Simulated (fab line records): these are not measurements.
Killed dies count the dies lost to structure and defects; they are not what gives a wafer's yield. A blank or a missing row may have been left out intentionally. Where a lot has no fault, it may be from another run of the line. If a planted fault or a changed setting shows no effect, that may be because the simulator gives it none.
fab line records	flow nandHarc
record: lots: 24	wafers: 72	lastDay: 26
route steps=1159 shown P_M0@265 P_M1@317 P_BONDPAD@353
lots untouched by any fault: they come from a run of this same line in which no faults occurred
startH: the number of hours between the record's first day and the start of the first shown wafer of the lot	waitH: time in hours since the lot's previous step	" as in the row above	L1.1+2: several wafers, shown together as one row	- no value, or no start given	* or withheld: withheld	< > ~ a bound
route shown NAME@n: names a module that has steps shown in the file, with the first one's number in the route	usual: mean and standard deviation over wafers with no fault	same: alike in all rows	chamber/n: place in a boat	sites: the reading at each site	_std_site: the values' standard deviation	_edge_site: the outer-site mean with the inner-site mean subtracted	radiusMm: for every site, how far away it sits from the centre of the wafer	mask NAME#n: copy n	behind: the most recent tool/chamber to have shaped the wafer	hold: cause of the lot's hold/its duration in hours/its outcome	device: transistor that didn't switch, given as n, p or np	end of line: tests of these same wafers at the route's end	for a step that has no rows: nothing shown but its recipe	killed: count of dies lost to structure and defects at first sort (not the wafer's yield)	map: the dies of a wafer, with x for killed, . for not killed, _ for no die there
set.NAME: the setting the step ran with; set.NAME@STEP: the setting that earlier step ran with	model.NAME: the simulator's own value behind a step, which no gauge read
the route's steps for a sample of lots (tables are steps, rows are wafers)
services: from which hour (startH, from the record's first day; less than 0 if before it) a tool's chamber was out of use, for how many hours, and why
== steps ==
step: NHARC_P_M0_INSPECT_11
usual: rawDefectCount: 3.7/2
lot.wafer	tool	chamber	startH	waitH	rawDefectCount
L074.2	defectInspect-01	-	125.63	0.0	2
L074.5	"	-	"	"	2
L074.6	"	-	"	"	5
L075.3	defectInspect-01	-	126.11	0.0	3
L075.4	"	-	"	"	4
L075.6	"	-	"	"	3
L077.1	defectInspect-02	-	129.33	0.0	2
L077.2	"	-	"	"	5
L077.3	"	-	"	"	2
L076.1	defectInspect-02	-	131.20	0.0	9
L076.2	"	-	"	"	7
L076.4	"	-	"	"	6
L078.2	defectInspect-02	-	136.30	0.0	3
L078.4	"	-	"	"	4
L078.6	"	-	"	"	3
L079.1	defectInspect-02	-	144.72	0.0	1
L079.2	"	-	"	"	3
L079.4	"	-	"	"	3
L080.1	defectInspect-01	-	156.80	0.0	3
L080.2	"	-	"	"	6
L080.4	"	-	"	"	7
L081.3	defectInspect-01	-	162.50	0.0	2
L081.4	"	-	"	"	5
L081.6	"	-	"	"	1
L082.1	defectInspect-02	-	162.65	0.0	2
L082.2	"	-	"	"	3
L082.3	"	-	"	"	2
L083.4	defectInspect-01	-	170.13	0.0	3
L083.5	"	-	"	"	2
L083.6	"	-	"	"	4
L084.2	defectInspect-02	-	171.11	0.0	4
L084.3	"	-	"	"	2
L084.5	"	-	"	"	4
L086.2	defectInspect-01	-	190.68	0.0	3
L086.3	"	-	"	"	2
L086.5	"	-	"	"	4
L088.1	defectInspect-01	-	191.10	0.0	2
L088.5	"	-	"	"	10
L088.6	"	-	"	"	3
L085.4	defectInspect-02	-	192.03	0.0	4
L085.5	"	-	"	"	4
L085.6	"	-	"	"	3
L087.3	defectInspect-01	-	199.29	0.0	5
L087.4	"	-	"	"	1
L087.5	"	-	"	"	3
L089.2	defectInspect-01	-	212.23	0.0	5
L089.3	"	-	"	"	9
L089.5	"	-	"	"	12
L090.3	defectInspect-02	-	215.60	0.0	2
L090.4	"	-	"	"	3
L090.5	"	-	"	"	8
L091.1	defectInspect-02	-	219.87	0.0	4
L091.2	"	-	"	"	3
L091.5	"	-	"	"	2
L092.1	defectInspect-02	-	222.48	0.0	2
L092.5	"	-	"	"	4
L092.6	"	-	"	"	3
L093.1	defectInspect-02	-	225.68	0.0	4
L093.3	"	-	"	"	7
L093.5	"	-	"	"	2
L094.3	defectInspect-02	-	234.93	0.0	4
L094.4	"	-	"	"	4
L094.5	"	-	"	"	5
L095.1	defectInspect-01	-	236.87	0.0	4
L095.2	"	-	"	"	2
L095.5	"	-	"	"	3
L096.1	defectInspect-02	-	244.73	0.0	1
L096.2	"	-	"	"	2
L096.3	"	-	"	"	2
L097.2	defectInspect-01	-	253.69	0.0	5
L097.3	"	-	"	"	4
L097.6	"	-	"	"	4
step: NHARC_P_M0_CMP_23
recipe: tOverpolishS: 20	targetThkNm: 117.53
usual: motorCurrentA: 11.9/1	retainingRingPressureFrac: 1.000/0.0047	timeToEndpointS: 28.7/2
lot.wafer	tool	chamber	startH	waitH	motorCurrentA	retainingRingPressureFrac	timeToEndpointS
L074.2	cmp-04	2	127.91	-	10.9	1.008	29.6
L074.6	"	1	"	"	12.5	0.995	29.5
L074.5	"	2	"	"	10.5	1.008	28.2
L075.4	cmp-02	3	128.19	-	13.4	1.002	29.2
L075.3	"	0	"	"	9.5	1.007	25.9
L075.6	"	3	"	"	13.6	1.006	29.2
L077.2	cmp-03	1	131.42	-	11.9	1.000	29.5
L077.1	"	2	"	"	12.8	1.004	26.8
L077.3	"	0	"	"	10.4	0.998	26.9
L076.1	cmp-02	1	133.32	-	12.4	1.000	30.9
L076.4	"	3	"	"	12.8	1.000	31.9
L076.2	"	0	"	"	9.6	0.997	30.5
L078.2	cmp-03	1	138.36	-	11.4	0.999	30.3
L078.4	"	0	"	"	10.5	1.004	32.4
L078.6	"	2	"	"	12.5	1.004	30.3
L079.1	cmp-04	3	146.79	-	11.8	1.007	28.6
L079.2	"	0	"	"	12.9	1.006	27.3
L079.4	"	1	"	"	12.0	1.001	30.5
L080.1	cmp-02	2	158.88	-	11.8	0.996	31.7
L080.2	"	3	"	"	13.7	1.000	30.9
L080.4	"	1	"	"	13.3	1.000	31.0
L081.4	cmp-03	2	164.61	-	12.3	1.002	28.7
L081.3	"	3	"	"	11.5	0.998	27.9
L081.6	"	2	"	"	12.9	0.996	27.9
L082.3	cmp-03	0	164.84	-	10.6	0.997	24.8
L082.1	"	2	"	"	13.7	1.002	25.6
L082.2	"	3	"	"	12.2	1.003	25.4
L083.4	cmp-04	2	172.26	-	10.6	1.000	28.9
L083.6	"	0	"	"	13.1	0.997	26.9
L083.5	"	1	"	"	13.1	0.999	29.5
L084.3	cmp-03	3	173.26	-	11.7	1.000	29.5
L084.2	"	0	"	"	10.4	1.005	28.4
L084.5	"	2	"	"	12.1	1.003	28.3
L086.2	cmp-02	2	192.80	-	11.6	1.003	28.0
L086.3	"	3	"	"	12.8	1.003	29.8
L086.5	"	2	"	"	11.2	1.003	29.1
L088.1	cmp-03	3	193.23	-	11.9	1.000	27.6
L088.5	"	3	"	"	11.8	0.999	26.2
L088.6	"	0	"	"	10.5	1.001	27.5
L085.4	cmp-03	3	194.15	-	11.8	0.996	28.6
L085.6	"	2	"	"	12.7	1.001	26.7
L085.5	"	3	"	"	11.3	1.006	28.1
L087.3	cmp-04	1	201.40	-	12.6	0.991	28.9
L087.4	"	3	"	"	12.0	1.010	26.8
L087.5	"	1	"	"	12.5	1.001	29.4
L089.3	cmp-03	2	214.34	-	12.4	1.000	28.7
L089.2	"	0	"	"	10.7	0.998	26.8
L089.5	"	2	"	"	12.6	1.003	28.5
L090.3	cmp-04	2	217.91	-	11.0	0.997	25.7
L090.4	"	3	"	"	12.2	0.997	24.9
L090.5	"	0	"	"	12.8	1.002	25.4
L091.1	cmp-04	0	222.01	-	12.5	1.010	24.0
L091.2	"	1	"	"	13.1	1.006	25.4
L091.5	"	0	"	"	12.4	1.009	24.2
L092.1	cmp-02	0	224.59	-	10.0	0.999	28.7
L092.6	"	0	"	"	9.0	1.001	29.3
L092.5	"	1	"	"	13.3	0.998	30.0
L093.3	cmp-03	1	227.76	-	12.3	0.998	29.0
L093.1	"	2	"	"	13.1	0.999	29.1
L093.5	"	2	"	"	12.4	1.002	27.0
L094.3	cmp-03	0	237.04	-	10.4	1.004	28.9
L094.4	"	1	"	"	12.3	1.003	29.7
L094.5	"	3	"	"	12.0	0.992	28.3
L095.1	cmp-03	0	238.97	-	10.1	0.996	30.1
L095.2	"	1	"	"	12.1	0.999	29.4
L095.5	"	0	"	"	10.8	0.992	25.0
L096.2	cmp-03	0	246.80	-	11.4	1.001	28.8
L096.3	"	1	"	"	12.0	0.994	29.4
L096.1	"	2	"	"	12.6	1.004	30.3
L097.3	cmp-02	1	255.74	-	13.3	0.998	32.6
L097.2	"	3	"	"	13.8	0.996	32.5
L097.6	"	2	"	"	11.6	1.000	31.1
step: NHARC_P_M0_INSPECT_27
usual: rawDefectCount: 304/120
lot.wafer	tool	chamber	startH	waitH	rawDefectCount
L074.2	defectInspect-02	-	128.35	0.0	415
L074.5	"	-	"	"	188
L074.6	"	-	"	"	246
L075.3	defectInspect-02	-	128.66	0.0	358
L075.4	"	-	"	"	361
L075.6	"	-	"	"	201
L077.1	defectInspect-01	-	131.89	0.0	756
L077.2	"	-	"	"	449
L077.3	"	-	"	"	587
L076.1	defectInspect-01	-	133.79	0.0	460
L076.2	"	-	"	"	449
L076.4	"	-	"	"	663
L078.2	defectInspect-01	-	138.84	0.0	429
L078.4	"	-	"	"	397
L078.6	"	-	"	"	274
L079.1	defectInspect-02	-	147.26	0.0	425
L079.2	"	-	"	"	220
L079.4	"	-	"	"	296
L080.1	defectInspect-02	-	159.36	0.0	236
L080.2	"	-	"	"	475
L080.4	"	-	"	"	390
L081.3	defectInspect-02	-	165.05	0.0	229
L081.4	"	-	"	"	179
L081.6	"	-	"	"	217
L082.1	defectInspect-02	-	165.30	0.0	367
L082.2	"	-	"	"	265
L082.3	"	-	"	"	330
L083.4	defectInspect-02	-	172.69	0.0	287
L083.5	"	-	"	"	344
L083.6	"	-	"	"	242
L084.2	defectInspect-02	-	173.67	0.0	214
L084.3	"	-	"	"	319
L084.5	"	-	"	"	439
L086.2	defectInspect-01	-	193.25	0.0	155
L086.3	"	-	"	"	202
L086.5	"	-	"	"	155
L088.1	defectInspect-02	-	193.70	0.0	324
L088.5	"	-	"	"	368
L088.6	"	-	"	"	282
L085.4	defectInspect-01	-	194.59	0.0	282
L085.5	"	-	"	"	250
L085.6	"	-	"	"	234
L087.3	defectInspect-01	-	201.85	0.0	186
L087.4	"	-	"	"	235
L087.5	"	-	"	"	276
L089.2	defectInspect-01	-	214.78	0.0	340
L089.3	"	-	"	"	326
L089.5	"	-	"	"	419
L090.3	defectInspect-01	-	218.33	0.0	275
L090.4	"	-	"	"	135
L090.5	"	-	"	"	262
L091.1	defectInspect-01	-	222.46	0.0	145
L091.2	"	-	"	"	186
L091.5	"	-	"	"	189
L092.1	defectInspect-02	-	225.06	0.0	376
L092.5	"	-	"	"	299
L092.6	"	-	"	"	327
L093.1	defectInspect-02	-	228.23	0.0	208
L093.3	"	-	"	"	302
L093.5	"	-	"	"	376
L094.3	defectInspect-01	-	237.46	0.0	511
L094.4	"	-	"	"	333
L094.5	"	-	"	"	283
L095.1	defectInspect-02	-	239.41	0.0	215
L095.2	"	-	"	"	215
L095.5	"	-	"	"	268
L096.1	defectInspect-02	-	247.27	0.0	204
L096.2	"	-	"	"	234
L096.3	"	-	"	"	162
L097.2	defectInspect-02	-	256.22	0.0	349
L097.3	"	-	"	"	296
L097.6	"	-	"	"	177
step: NHARC_P_M1_DEP_33
recipe: targetThkA: 300	tempC: 370	targetThkNm: 30	pressureTorr: 3	flowSccm: 200	rfW: 450	material: SiCN
usual: heaterPowerW: 531/63
lot.wafer	tool	chamber	startH	waitH	heaterPowerW
L074.2	pecvd-02	2	132.73	0.1	513
L074.5	"	0	"	"	511
L074.6	"	2	"	"	512
L075.3	pecvd-03	1	133.39	0.1	425
L075.6	"	0	"	"	557
L075.4	"	1	"	"	432
L077.2	pecvd-04	0	136.04	0.1	455
L077.1	"	1	"	"	656
L077.3	"	2	"	"	534
L076.1	pecvd-04	0	138.18	0.1	495
L076.2	"	1	"	"	615
L076.4	"	0	"	"	490
L078.2	pecvd-03	1	147.77	0.1	539
L078.6	"	0	"	"	504
L078.4	"	1	"	"	546
L079.1	pecvd-02	1	151.53	0.1	479
L079.2	"	2	"	"	504
L079.4	"	2	"	"	496
L080.2	pecvd-03	2	164.23	0.1	555
L080.1	"	0	"	"	542
L080.4	"	1	"	"	530
L082.1	pecvd-03	0	169.77	0.1	595
L082.3	"	1	"	"	443
L082.2	"	2	"	"	532
L081.3	pecvd-02	2	169.78	0.1	514
L081.4	"	1	"	"	457
L081.6	"	2	"	"	513
L083.6	pecvd-04	1	177.18	0.2	554
L083.5	"	2	"	"	481
L083.4	"	0	"	"	495
L084.2	pecvd-04	0	178.20	0.1	424
L084.3	"	1	"	"	606
L084.5	"	0	"	"	433
L086.2	pecvd-03	0	197.88	0.1	506
L086.3	"	0	"	"	482
L086.5	"	1	"	"	544
L088.1	pecvd-03	0	198.44	0.1	537
L088.6	"	1	"	"	502
L088.5	"	0	"	"	553
L085.4	pecvd-02	1	199.70	0.2	395
L085.5	"	2	"	"	559
L085.6	"	0	"	"	524
L087.3	pecvd-02	1	206.41	0.1	430
L087.4	"	0	"	"	479
L087.5	"	1	"	"	448
L089.2	pecvd-04	2	219.41	0.1	524
L089.3	"	0	"	"	552
L089.5	"	1	"	"	653
L090.3	pecvd-02	1	222.55	0.1	457
L090.4	"	1	"	"	455
L090.5	"	0	"	"	545
L091.2	pecvd-03	1	226.77	0.1	465
L091.1	"	2	"	"	629
L091.5	"	0	"	"	521
L092.1	pecvd-02	0	229.49	0.1	522
L092.6	"	1	"	"	452
L092.5	"	0	"	"	522
L093.3	pecvd-03	2	232.60	0.1	653
L093.1	"	1	"	"	462
L093.5	"	1	"	"	453
L094.3	pecvd-03	0	241.79	0.1	583
L094.5	"	0	"	"	592
L094.4	"	1	"	"	452
L095.2	pecvd-04	0	243.60	0.1	530
L095.1	"	1	"	"	634
L095.5	"	2	"	"	453
L096.2	pecvd-03	1	251.55	0.1	446
L096.3	"	2	"	"	657
L096.1	"	0	"	"	600
L097.3	pecvd-04	2	260.93	0.1	553
L097.2	"	0	"	"	527
L097.6	"	2	"	"	561
step: NHARC_P_BONDPAD_THK_MEAS_33
recipe: thkMeasGauge: ellipsometry
usual: thkNm: 199.8/1.5
lot.wafer	tool	chamber	startH	waitH	thkNm
L074.2	filmMetro-01	-	137.89	0.2	198.4
L074.5	"	-	"	"	198.0
L074.6	"	-	"	"	199.4
L075.3	filmMetro-01	-	138.58	0.2	199.3
L075.4	"	-	"	"	200.2
L075.6	"	-	"	"	201.9
L077.1	filmMetro-02	-	141.35	0.2	200.2
L077.2	"	-	"	"	201.8
L077.3	"	-	"	"	201.7
L076.1	filmMetro-02	-	143.25	0.2	202.6
L076.2	"	-	"	"	200.7
L076.4	"	-	"	"	200.2
L078.2	filmMetro-02	-	152.94	0.2	199.6
L078.4	"	-	"	"	200.3
L078.6	"	-	"	"	199.3
L079.1	filmMetro-02	-	156.78	0.2	202.6
L079.2	"	-	"	"	200.1
L079.4	"	-	"	"	201.1
L080.1	filmMetro-01	-	169.30	0.1	197.7
L080.2	"	-	"	"	197.3
L080.4	"	-	"	"	199.4
L081.3	filmMetro-02	-	175.28	0.2	199.2
L081.4	"	-	"	"	202.9
L081.6	"	-	"	"	200.1
L082.1	filmMetro-01	-	175.35	0.2	199.5
L082.2	"	-	"	"	199.6
L082.3	"	-	"	"	198.8
L083.4	filmMetro-02	-	182.31	0.2	199.1
L083.5	"	-	"	"	200.2
L083.6	"	-	"	"	197.9
L084.2	filmMetro-01	-	183.84	0.2	199.2
L084.3	"	-	"	"	202.3
L084.5	"	-	"	"	200.0
L086.2	filmMetro-02	-	203.45	0.2	197.5
L086.3	"	-	"	"	199.0
L086.5	"	-	"	"	197.6
L088.1	filmMetro-01	-	204.17	0.2	199.9
L088.5	"	-	"	"	197.1
L088.6	"	-	"	"	199.0
L085.4	filmMetro-01	-	204.93	0.2	198.5
L085.5	"	-	"	"	198.9
L085.6	"	-	"	"	199.6
L087.3	filmMetro-01	-	211.57	0.2	197.1
L087.4	"	-	"	"	199.5
L087.5	"	-	"	"	199.3
L089.2	filmMetro-01	-	224.76	0.2	199.0
L089.3	"	-	"	"	202.2
L089.5	"	-	"	"	200.7
L090.3	filmMetro-01	-	227.70	0.2	199.8
L090.4	"	-	"	"	200.4
L090.5	"	-	"	"	199.3
L091.1	filmMetro-01	-	231.89	0.2	199.6
L091.2	"	-	"	"	200.3
L091.5	"	-	"	"	199.2
L092.1	filmMetro-02	-	234.89	0.1	196.6
L092.5	"	-	"	"	196.8
L092.6	"	-	"	"	198.4
L093.1	filmMetro-02	-	237.98	0.2	200.5
L093.3	"	-	"	"	199.2
L093.5	"	-	"	"	199.7
L094.3	filmMetro-02	-	247.29	0.2	200.4
L094.4	"	-	"	"	202.0
L094.5	"	-	"	"	200.5
L095.1	filmMetro-01	-	249.27	0.2	198.8
L095.2	"	-	"	"	198.5
L095.5	"	-	"	"	199.8
L096.1	filmMetro-02	-	256.98	0.2	200.2
L096.2	"	-	"	"	201.0
L096.3	"	-	"	"	201.2
L097.2	filmMetro-01	-	266.12	0.2	199.1
L097.3	"	-	"	"	199.7
L097.6	"	-	"	"	198.2
step: NHARC_P_BONDPAD_DESCUM_11
recipe: timeS: 3	o2FlowSccm: 200	arFlowSccm: 0	biasPowerW: 0	chemistry: O2
usual: drypumpMotorCurrentA: 5.9/0.42	mfcArSccm: 0.014/0.012	oesProductAu: 1.003/0.0098	rfVppV: 57.7/0.93	showerheadPlenumPTorr: 1.88/0.067	throttleValvePct: 11.311/0.0089
lot.wafer	tool	chamber	startH	waitH	drypumpMotorCurrentA	mfcArSccm	oesProductAu	rfHoursCounterH	rfVppV	showerheadPlenumPTorr	throttleValvePct
L074.2	rieDiel-07	0	138.71	-	5.8	0.029	1.005	8	58.4	1.88	11.299
L074.5	"	1	"	"	5.8	0	1.002	-	57.1	1.78	11.328
L074.6	"	2	"	"	6.1	0.002	1.002	-	57.0	1.86	11.332
L075.3	rieDiel-09	0	139.38	-	5.7	0.013	0.998	18	58.7	2.02	11.304
L075.4	"	2	"	"	5.8	0.017	0.991	18	57.8	1.97	11.297
L075.6	"	0	"	"	5.7	0.013	0.994	-	59.4	2.02	11.291
L077.2	rieDiel-07	2	142.00	-	6.1	0.002	0.995	9	58.4	1.86	11.318
L077.1	"	3	"	"	6.2	0.026	0.994	8	60.2	1.87	11.326
L077.3	"	1	"	"	5.8	0	1.001	9	57.7	1.78	11.306
L076.1	rieDiel-07	3	143.90	-	6.2	0.026	0.998	9	57.8	1.87	11.301
L076.2	"	0	"	"	5.8	0.029	1.004	8	58.1	1.88	11.311
L076.4	"	2	"	"	6.2	0.002	0.998	9	56.5	1.86	11.305
L078.2	rieDiel-07	2	153.59	-	6.1	0.002	1.008	10	58.8	1.86	11.311
L078.4	"	3	"	"	6.3	0.026	1.012	-	58.4	1.87	11.318
L078.6	"	0	"	"	5.8	0.029	1.007	-	57.4	1.88	11.306
L079.4	rieDiel-09	3	157.44	-	4.7	0	0.998	24	59.6	1.95	11.304
L079.2	"	0	"	"	5.7	0.013	0.995	24	57.1	2.02	11.301
L079.1	"	2	"	"	5.7	0.017	0.977	25	58.2	1.96	11.301
L080.2	rieDiel-07	1	170.09	-	5.8	0	1.006	10	57.6	1.78	11.314
L080.1	"	2	"	"	6.1	0.002	1.012	12	58.4	1.85	11.304
L080.4	"	3	"	"	6.2	0.026	1.008	12	58.8	1.87	11.308
L081.4	rieDiel-07	3	176.07	-	6.3	0.026	1.017	12	56.7	1.87	11.305
L081.3	"	0	"	"	5.8	0.029	1.003	12	57.2	1.87	11.307
L081.6	"	1	"	"	5.8	0	1.002	-	57.0	1.78	11.305
L082.2	rieDiel-05	1	176.23	-	5.2	0.024	0.996	1	57.7	1.98	11.297
L082.1	"	2	"	"	5.3	0.013	1.009	1	57.0	1.95	11.319
L082.3	"	3	"	"	6.7	0.026	0.994	1	55.8	1.83	11.311
L083.4	rieDiel-07	0	183.11	-	5.8	0.029	0.988	13	58.2	1.87	11.313
L083.6	"	3	"	"	6.3	0.026	1.012	-	56.3	1.87	11.313
L083.5	"	0	"	"	5.8	0.029	0.995	-	57.1	1.87	11.306
L084.3	rieDiel-07	2	184.63	-	6.1	0.002	1.002	14	56.4	1.85	11.326
L084.2	"	1	"	"	5.8	0	1.002	11	57.5	1.78	11.304
L084.5	"	3	"	"	6.3	0.026	0.996	-	57.7	1.87	11.325
L086.2	rieDiel-07	3	204.25	-	6.3	0.026	1.009	15	56.6	1.87	11.315
L086.3	"	0	"	"	5.8	0.029	1.005	15	56.9	1.87	11.331
L086.5	"	1	"	"	5.8	0	1.003	-	56.1	1.78	11.316
L088.1	rieDiel-05	3	204.97	-	6.7	0.026	0.994	11	57.0	1.83	11.308
L088.5	"	1	"	"	5.2	0.024	1.010	-	58.7	1.97	11.308
L088.6	"	2	"	"	5.3	0.013	1.013	-	58.0	1.95	11.310
L085.4	rieDiel-07	0	205.74	-	5.8	0.029	1.003	15	58.3	1.87	11.304
L085.6	"	2	"	"	6.2	0.002	0.999	-	57.8	1.85	11.306
L085.5	"	3	"	"	6.3	0.026	1.014	-	57.1	1.87	11.316
L087.4	rieDiel-07	1	212.22	-	5.8	0	1.002	13	57.8	1.78	11.314
L087.3	"	3	"	"	6.3	0.026	1.025	16	57.1	1.87	11.309
L087.5	"	2	"	"	6.2	0.002	1.008	-	58.8	1.85	11.313
L089.3	rieDiel-09	1	225.42	-	5.8	0.004	0.979	54	58.1	1.98	11.300
L089.2	"	3	"	"	4.7	0	0.996	49	59.1	1.94	11.300
L089.5	"	2	"	"	5.7	0.017	0.991	-	58.8	1.96	11.328
L090.3	rieDiel-05	1	228.49	-	5.2	0.024	1.008	22	57.6	1.97	11.305
L090.4	"	2	"	"	5.3	0.013	1.021	21	58.0	1.94	11.290
L090.5	"	1	"	"	5.2	0.024	1.006	-	58.3	1.97	11.327
L091.1	rieDiel-05	2	233.30	-	5.3	0.013	1.012	24	57.5	1.94	11.324
L091.2	"	1	"	"	5.2	0.024	1.005	25	58.7	1.97	11.303
L091.5	"	3	"	"	6.6	0.026	0.995	-	56.8	1.82	11.303
L092.1	rieDiel-05	0	235.69	-	6.5	0.009	1.005	22	57.5	1.83	11.301
L092.6	"	1	"	"	5.2	0.024	0.998	-	58.1	1.97	11.313
L092.5	"	2	"	"	5.3	0.013	1.020	-	58.0	1.94	11.312
L093.1	rieDiel-07	1	238.76	-	5.7	0	1.015	0	56.7	1.78	11.300
L093.3	"	2	"	"	6.2	0.002	0.995	0	56.5	1.85	11.299
L093.5	"	0	"	"	5.8	0.029	1.016	-	57.3	1.87	11.318
L094.3	rieDiel-09	3	248.10	-	4.8	0	0.998	59	57.1	1.94	11.315
L094.4	"	0	"	"	5.7	0.013	1.003	61	59.5	2.01	11.308
L094.5	"	2	"	"	5.7	0.017	0.984	-	56.4	1.95	11.301
L095.2	rieDiel-07	1	249.92	-	5.8	0	1.016	1	57.4	1.78	11.312
L095.1	"	0	"	"	5.8	0.029	1.003	1	57.5	1.87	11.312
L095.5	"	0	"	"	5.8	0.029	1.005	-	56.5	1.87	11.306
L096.2	rieDiel-07	1	257.77	-	5.8	0	1.015	2	57.1	1.78	11.321
L096.3	"	2	"	"	6.1	0.002	1.005	1	57.5	1.85	11.322
L096.1	"	3	"	"	6.3	0.026	0.986	2	58.3	1.86	11.325
L097.2	rieDiel-07	2	266.77	-	6.2	0.002	1.018	2	57.0	1.85	11.314
L097.3	"	0	"	"	5.8	0.029	1.025	3	60.1	1.87	11.308
L097.6	"	2	"	"	6.1	0.002	1.004	-	58.2	1.85	11.325
== services ==
tool	chamber	startH	hours	kind
rieDiel-05	-	104.28	0.5	repair
cmp-04	-	105.01	4.0	pm
pecvd-04	0	110.89	3.0	repair
pecvd-03	-	111.12	13.0	pm
cmp-02	-	123.39	0.3	repair
cmp-02	-	128.58	4.0	pm
cmp-04	-	130.01	5.3	repair
cmp-03	-	133.03	1.4	repair
cmp-02	-	139.97	0.4	repair
rieDiel-07	1	151.37	16.3	repair
pecvd-02	-	153.00	13.0	pm
cmp-03	-	156.08	4.0	pm
cmp-04	-	188.24	2.3	repair
pecvd-04	-	195.48	13.0	pm
cmp-04	-	203.01	4.0	pm
cmp-03	-	221.52	0.7	repair
cmp-02	-	225.88	6.4	repair
rieDiel-07	-	228.23	9.0	pm
cmp-02	-	232.29	4.0	pm
cmp-03	-	247.11	12.9	repair
rieDiel-07	2	247.84	8.5	repair
cmp-04	-	256.81	2.7	repair
pecvd-03	-	262.55	1.8	repair
cmp-02	-	265.56	10.9	repair
== key ==
fault none
